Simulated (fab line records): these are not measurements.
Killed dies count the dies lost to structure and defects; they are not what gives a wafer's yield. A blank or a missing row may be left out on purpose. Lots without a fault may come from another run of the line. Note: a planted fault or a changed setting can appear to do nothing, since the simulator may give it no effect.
Comparing a struck lot with a sound one + flow n5 finfet + 42 out of 1938 route steps
Sound: wafers L273.2, L273.4, L273.6. Struck: wafers L277.2, L277.5. (L277.3 of the same lot was not struck and is left out.) The cause comes at the end.
Order at every step that has rows: each side's tool, ch and its chambers, its first start. Under that, the readings that differ: sound wafers + struck wafers + difference of the means + sigmas: that difference in standard deviations of wafers without a fault.
alike: readings whose means differ by less than 2 such deviations, and words and numbers that are the same on both sides. not compared: withheld readings, readings that some wafer has no value for, bounds like >300 that may hide the same value, and numbers for which the record gives no deviation and whose values overlap.
The two part at a step that has a row with sigmas, a row that says differs or no value, or rows on one side only. Non-overlapping numbers with no deviation appear without sigmas and do not part them. A reading missing from all wafers of one side parts the sides only when that side holds two or more wafers.

first, 2 steps without rows for these wafers: N5_BEOL_M1_ETCH_41 (etches SiCN in CH3F/O2, target depth 31.9 nm, time 57.8 s); N5_BEOL_M1_STRIP_97 (strips in N2/H2, time 10 s).
N5_BEOL_M1_OCD_MEAS_38:
  sound: ocd-02 at day 8 00:55; struck: ocd-02 at day 8 21:35
  alike: trench depth nm
then, 4 steps without rows for these wafers: N5_BEOL_M1_HM_STRIP_39 (strips TiN in peroxide tin strip, target depth 25 nm, time 158 s); N5_BEOL_M1_SRD_40 (time 30 s); N5_BEOL_M1_PRECLEAN_42 (cleans in residue remover, time 60 s); N5_BEOL_M1_SRD_43 (time 30 s).
N5_BEOL_M1_CD_MEAS_35: target cd 18 nm, target cd y 21 nm.
  sound: cd sem-02 at day 8 01:04; struck: cd sem-03 at day 8 21:44
  alike: cd nm
then, 2 steps without rows for these wafers: N5_BEOL_M1_DEGAS_44 (time 60 s); N5_BEOL_M1_PRE_CLEAN_45 (time 30 s).
N5_BEOL_M1_ALD_84: deposits TaN, pulse time 2 s, purge time 3 s, co reactant purge time 2 s.
  sound on ald metal-01 ch 0,1,3, day 8 02:20; struck on ald metal-04 ch 1,3, day 8 22:19
  alike: heater power w, mfc carrier sccm, precursor vessel temp c
N5_BEOL_M1_SURFACE_TREAT_85:
  sound: pvd sputter-01 at day 8 02:35; struck: pvd sputter-03 at day 9 00:11
  not compared: throttle valve pct
N5_BEOL_M1_CVD_47: deposits Co from CCTBA/H2, target thk 3 nm, time 223.8 s.
  sound on cvd co-02 ch 0,1,2, day 8 02:39; struck on cvd co-02 ch 0,1, day 9 00:15
then, 2 steps without rows for these wafers: N5_BEOL_M1_SPUTTER_48 (material Cu, target thk 4.5 nm, time 8.29 s); N5_BEOL_M1_ANNEAL_49 (time 240 s).
N5_BEOL_M1_SPUTTER_79: material Cu, target thk 4.5 nm, time 8.29 s.
  sound: pvd sputter-03 at day 8 03:02; struck: pvd sputter-03 at day 9 00:38
  alike: throttle valve pct
N5_BEOL_M1_ANNEAL_80: time 240 s.
  sound: pvd sputter-03 at day 8 03:07; struck: pvd sputter-03 at day 9 00:43
  alike: heater power w
then, 9 steps without rows for these wafers: N5_BEOL_M1_SPUTTER_81 (material Cu, target thk 4.5 nm, time 8.29 s); N5_BEOL_M1_ANNEAL_82 (time 240 s); N5_BEOL_M1_SPUTTER_86 (material Cu, target thk 4.5 nm, time 8.29 s); N5_BEOL_M1_ANNEAL_87 (time 240 s); N5_BEOL_M1_SPUTTER_88 (material Cu, target thk 4.5 nm, time 8.29 s); N5_BEOL_M1_ANNEAL_89 (time 240 s); N5_BEOL_M1_SPUTTER_90 (material Cu, target thk 4.5 nm, time 8.29 s); N5_BEOL_M1_ANNEAL_91 (time 240 s); N5_BEOL_M1_SPUTTER_92 (material Cu, target thk 4.5 nm, time 8.29 s).
N5_BEOL_M1_ANNEAL_93: time 240 s.
  sound: pvd sputter-03 at day 8 04:13; struck: pvd sputter-03 at day 9 01:49
  alike: heater power w
then, 6 steps without rows for these wafers: N5_BEOL_M1_SPUTTER_94 (material Cu, target thk 4.5 nm, time 8.29 s); N5_BEOL_M1_ANNEAL_95 (time 240 s); N5_BEOL_M1_SPUTTER_96 (material Cu, target thk 4.5 nm, time 8.29 s); N5_BEOL_M1_ECD_50 (material Cu, target thk 300 nm); N5_BEOL_M1_ANNEAL_51 (time 90 s); N5_BEOL_M1_CMP_52 (polishes, stops on SiOC, t overpolish 6.8 s, target thk 40 nm).
N5_BEOL_M1_THK_MEAS_53: measures by xrf.
  sound: film metro-01 at day 8 06:51; struck: film metro-02 at day 9 02:58
| reading     | sound          | struck    | difference | sigmas |
|-------------|----------------|-----------|------------|--------|
| M1_THK (nm) | 42.3 43.1 43.5 | 37.5 39.7 | -4.4       | -3     |
then, 4 steps without rows for these wafers: N5_BEOL_M1_PRE_CLEAN_60 (time 15 s); N5_BEOL_M1_CO_CAP_55 (material Co, precursor CCTBA/H2, target thk 2 nm, time 102.1 s); N5_BEOL_M1_PRE_CLEAN_56 (time 15 s); N5_BEOL_M1_DEP_57 (deposits SiCN from 3MS/NH3, target thk 8 nm, time 14 s).
N5_BEOL_M1_RS_MEAS_58: a four-point-probe measurement.
  sound: film metro-02 at day 8 07:08; struck: film metro-02 at day 9 03:14
| reading        | sound          | struck    | difference | sigmas |
|----------------|----------------|-----------|------------|--------|
| M1_RS (ohm/sq) | 0.61 0.60 0.59 | 0.72 0.67 | +0.10      | +3     |
then, 1 step without rows for these wafers: N5_BEOL_M2_ILD_DEP_00 (deposits SiOC from DEMS/O2, target thk 79 nm, time 15.3 s).
N5_BEOL_M2_THK_MEAS_01:
  sound: film metro-01 at day 8 07:16; struck: film metro-02 at day 9 03:22
  alike: M2_ILD_THK
-- the record jumps here: 6 days lie between the struck wafers' starts before and after (it left off in module BEOL_M2 and takes up again in module PASSIVATION, whose first step shown is number 1936 of the route) --
N5_PASSIVATION_PROBE_49:
  the record has rows for the struck wafers here (prober-02, day 14 23:31) and none for the sound ones

## WHERE THEY PART
First at N5_BEOL_M1_THK_MEAS_53; last, within this record, at N5_PASSIVATION_PROBE_49.

WHY: whatever the simulator had introduced
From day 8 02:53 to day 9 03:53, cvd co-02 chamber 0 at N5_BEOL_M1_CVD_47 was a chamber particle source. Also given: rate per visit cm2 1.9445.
